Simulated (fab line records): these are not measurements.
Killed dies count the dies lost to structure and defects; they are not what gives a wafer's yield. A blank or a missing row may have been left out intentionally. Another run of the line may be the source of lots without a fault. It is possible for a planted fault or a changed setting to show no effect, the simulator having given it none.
Chamber matching :: flow n5-finfet :: 3 sister chambers for N5_BEOL_M5_CURE_80 on uv-cure-01
The step cures SiCOH lowk, time 120 s. 3 wafers are shown with their chamber, then 10 later ones without.

== WAFERS WITH THEIR CHAMBER ==
wafer: L084.6
chamber: 2
wafer_temp_C_max: 371.3

wafer: L091.5
chamber: 0
wafer_temp_C_max: 371.9

wafer: L090.4
chamber: 1
wafer_temp_C_max: 371.9

== WAFERS WITHOUT THEIR CHAMBER ==
wafer: L090.6
wafer_temp_C_max: 371.2

wafer: L094.2
wafer_temp_C_max: 371.2

wafer: L094.3
wafer_temp_C_max: 371.5

wafer: L094.6
wafer_temp_C_max: 370.9

wafer: L095.2
wafer_temp_C_max: 371.7

wafer: L095.5
wafer_temp_C_max: 371.8

wafer: L095.6
wafer_temp_C_max: 371.8

wafer: L097.2
wafer_temp_C_max: 372.0

wafer: L097.3
wafer_temp_C_max: 371.9

wafer: L097.6
wafer_temp_C_max: 373.4

== CHAMBER TAKEN BY EACH ==
wafer: L090.6
from the rows above: can't be placed: 2 or 0 or 1
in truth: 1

wafer: L094.2
from the rows above: can't be placed: 2 or 0 or 1
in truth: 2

wafer: L094.3
from the rows above: can't be placed: 2 or 0 or 1
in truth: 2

wafer: L094.6
from the rows above: can't be placed: 2 or 0 or 1
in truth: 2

wafer: L095.2
from the rows above: can't be placed: 0 or 1 or 2
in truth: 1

wafer: L095.5
from the rows above: can't be placed: 0 or 1 or 2
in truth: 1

wafer: L095.6
from the rows above: can't be placed: 0 or 1 or 2
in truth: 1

wafer: L097.2
from the rows above: can't be placed: 0 or 1 or 2
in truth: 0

wafer: L097.3
from the rows above: can't be placed: 0 or 1 or 2
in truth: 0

wafer: L097.6
from the rows above: can't be placed: 0 or 1 or 2
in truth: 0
0 of 10 placed correctly. From these rows, 10 cannot be placed; in 10 the true chamber is one of the candidates. 0 placed wrongly.
How it was worked out, from the rows above alone: a wafer's distance from a chamber is the root of the sum, over the readings, of the square of ((its reading less the chamber's mean) divided by the reading's scatter). The wafer belongs to the nearest chamber; if the next one is less than 2 further off, it can't be placed. For every chamber, the mean is computed from those of its wafers that are shown. The scatter: root of mean squared gap, hidden wafer to nearest shown wafer, with one shown wafer a chamber.
